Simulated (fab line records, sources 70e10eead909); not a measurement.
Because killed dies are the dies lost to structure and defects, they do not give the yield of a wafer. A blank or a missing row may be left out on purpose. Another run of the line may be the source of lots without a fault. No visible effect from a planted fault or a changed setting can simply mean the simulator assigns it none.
A lot that was struck, set against a sound lot + flow nandHarc + 18 steps out of a route of 1159
Sound: these wafers, L372.1, L372.2, L372.3. Struck: wafer L367.2. The cause comes at the end.
For every step that has rows: the tool of each side, followed by ch and its chambers, followed by its first start. Under that, the readings that differ: sound wafers + struck wafers + difference of the means + sigmas: that difference in standard deviations of wafers without a fault.
alike: same words and numbers on both sides, and readings whose means sit less than 2 such deviations apart. not compared: any withheld reading, any reading some wafer has no value for, any bound like >300 that may hide the same value, and any number with overlapping values for which the record gives no deviation.
A row with sigmas, a row that says differs or no value, or rows on one side alone: a step with any of these is where the two part. Non-overlapping numbers with no deviation appear without sigmas and do not part them. Lack of a reading on every wafer of one side parts them only where that side has two or more wafers.

NHARC_P_CONTACT_DESCUM_17: chemistry O2, time 3 s.
  sound on rieDiel-06 ch 1,2,3, day 9 00:49; struck on rieDiel-11 ch 1, day 7 21:10
| reading             | sound             | struck | difference | sigmas |
|---------------------|-------------------|--------|------------|--------|
| oesProductAu (a.u.) | 1.001 0.999 0.998 | 0.981  | -0.018     | -2     |
| rfHoursCounterH (h) | 12 10 11          | 50     | +39        |        |
  alike: drypumpMotorCurrentA, rfVppV, showerheadPlenumPTorr, throttleValvePct
then, 5 steps without rows for these wafers: NHARC_P_CONTACT_ETCH_35 (etches the open film in CF4, target depth 39 nm, time 65 s); NHARC_P_CONTACT_ETCH_36 (etches the open film in N2/H2, target depth 260 nm, time 406.25 s); NHARC_P_CONTACT_ETCH_18 (etches the open film in C4F8/O2/Ar, target depth 481 nm, time 240.5 s); NHARC_P_CONTACT_STRIP_37 (strips in C4F8/O2/Ar); NHARC_P_CONTACT_ETCH_31 (etches the open film in CH3F/O2, target depth 30 nm, time 85.7 s).
NHARC_P_CONTACT_CD_MEAS_19:
  sound: cdSem-03 at day 9 01:41; struck: cdSem-03 at day 7 22:11
  alike: cdNm
NHARC_P_CONTACT_STRIP_28: strips in O2.
  sound on rieDiel-05 ch 0,1,2, day 9 01:46; struck on rieDiel-06 ch 2, day 7 22:15
| reading             | sound | struck | difference | sigmas |
|---------------------|-------|--------|------------|--------|
| rfHoursCounterH (h) | 2 2 1 | 11     | +9         |        |
  alike: drypumpMotorCurrentA, oesProductAu, rfVppV, showerheadPlenumPTorr, throttleValvePct
then, 3 steps without rows for these wafers: NHARC_P_CONTACT_STRIP_29 (strips in post etch residue remover, time 1200 s); NHARC_P_CONTACT_DEGAS_38 (time 60 s); NHARC_P_CONTACT_PRE_CLEAN_39 (time 19.5 s).
NHARC_P_CONTACT_PVD_32: deposits Ti, target thk 5 nm, time 17.7 s.
  sound on pvdSputter-02; struck on pvdSputter-02
  alike: substrateTempC, throttleValvePct
NHARC_P_CONTACT_ALD_22: deposits TiN, target thk 3 nm, pulse time 1 s, ald cycles 150.
  sound on aldMetal-04 ch 1,2,3, day 9 02:41; struck on aldMetal-03 ch 0, day 7 23:10
  alike: heaterPowerW, precursorPulseHeightRel
NHARC_P_CONTACT_CVD_23: deposits W, target thk 200 nm, time 557 s.
  sound: cvdW-01 ch 0,1; struck: cvdW-01 ch 0
  alike: chamberPressureTorr, heaterPowerW, throttleValvePct
NHARC_P_CONTACT_CMP_24: polishes, t overpolish 30 s, target thk 200 nm.
  sound on cmp-04 ch 0,1,3, day 9 03:31; struck on cmp-02 ch 2, day 8 00:02
  alike: edgeZonePressureFrac, motorCurrentA, overpolishRunS, timeToEndpointS
then, 2 steps without rows for these wafers: NHARC_P_CONTACT_SRD_26; NHARC_P_M0_DEP_00 (deposits SiOC, target thk 150 nm).
-- jump in the record: it breaks off in module P_M0 and resumes in module END (first step shown: number 1159 of the route), and 14 days separate the struck wafers' starts before and after --
NHARC_END_SORT_01:
  here the record holds rows for the struck wafers (prober-02 ch 0, day 21 14:04) but none for the sound ones

WHERE THEY PART
At NHARC_P_CONTACT_DESCUM_17 first; at NHARC_END_SORT_01 last (within this record only).

WHY: whatever the simulator had introduced
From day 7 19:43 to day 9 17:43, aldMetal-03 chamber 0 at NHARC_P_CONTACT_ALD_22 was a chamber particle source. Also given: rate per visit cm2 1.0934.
